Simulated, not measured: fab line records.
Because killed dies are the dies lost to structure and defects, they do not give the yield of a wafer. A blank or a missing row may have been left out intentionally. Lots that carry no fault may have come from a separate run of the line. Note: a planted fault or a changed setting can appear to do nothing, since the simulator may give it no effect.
Matching of chambers    flow nand-harc    NHARC_A_STAIRCASE_DESCUM_312 on rie-diel-12: 4 sister chambers
The step chemistry O2, time 3 s. 18 wafers are shown with their chamber, then 9 later ones without.

== WAFERS PAIRED WITH THEIR CHAMBERS ==
wafer   chamber  drypump-motor-current-A (A)  oes-product-au (a.u.)  showerhead-plenum-p-Torr (Torr)
L074.2  3        6.1                          0.993                  1.94
L074.3  2        5.1                          0.999                  1.93
L074.6  2        5.1                          0.992                  1.93
L078.2  2        5.0                          0.978                  1.93
L078.3  3        6.1                          1.003                  1.94
L078.6  1        5.4                          1.014                  1.76
L082.1  2        5.1                          0.997                  1.93
L082.4  3        6.1                          1.002                  1.94
L082.6  3        6.1                          0.999                  1.94
L084.1  3        6.1                          1.004                  1.93
L084.2  0        6.2                          0.980                  1.84
L084.6  3        6.1                          1.011                  1.93
L086.2  0        6.2                          0.990                  1.84
L086.3  2        5.1                          1.008                  1.92
L086.5  3        6.1                          1.007                  1.93
L087.3  1        5.4                          1.013                  2.07
L087.4  3        6.1                          0.999                  1.93
L087.5  2        5.1                          0.995                  1.92

SIGNATURES (means of the wafers above)
reading                   chamber 0  chamber 1  chamber 2  chamber 3  scatter within a chamber
drypump-motor-current-A   6.200      5.400      5.083      6.100      0.0244
oes-product-au            0.98500    1.01350    0.99483    1.00225    0.0073
showerhead-plenum-p-Torr  1.8400     1.9150     1.9267     1.9350     0.0588
Rule: for a wafer and a chamber, the distance is found by dividing, reading by reading, the gap between the wafer's reading and the chamber's mean by the reading's scatter, squaring, summing and taking the root. If the next closest chamber is less than 2 further off than the closest, the wafer can't be placed; otherwise it belongs to the closest. The scatter: take each reading less its chamber's mean, square it, sum over the shown wafers, divide by the number of wafers less the number of chambers, and take the root.

== WAFERS MISSING THEIR CHAMBER ==
wafer   drypump-motor-current-A (A)  oes-product-au (a.u.)  showerhead-plenum-p-Torr (Torr)
L088.1  5.1                          0.991                  1.92
L088.3  6.2                          1.004                  1.93
L088.4  5.4                          1.013                  2.06
L094.4  5.1                          1.001                  1.91
L094.5  5.4                          1.011                  2.06
L094.6  6.2                          0.977                  1.83
L097.3  6.1                          1.011                  1.92
L097.4  6.2                          0.983                  1.82
L097.5  5.1                          1.013                  1.91

== THE CHAMBER EACH PASSED THROUGH ==
wafer   from the rows above      in truth
L088.1  2                        2
L088.3  can't be placed: 0 or 3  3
L088.4  1                        1
L094.4  2                        2
L094.5  1                        1
L094.6  0                        0
L097.3  3                        3
L097.4  0                        0
L097.5  2                        2
Correctly placed: 8 of 9. Can't be placed from these rows: 1 (the true chamber is among the candidates in 1). Wrongly placed: 0.
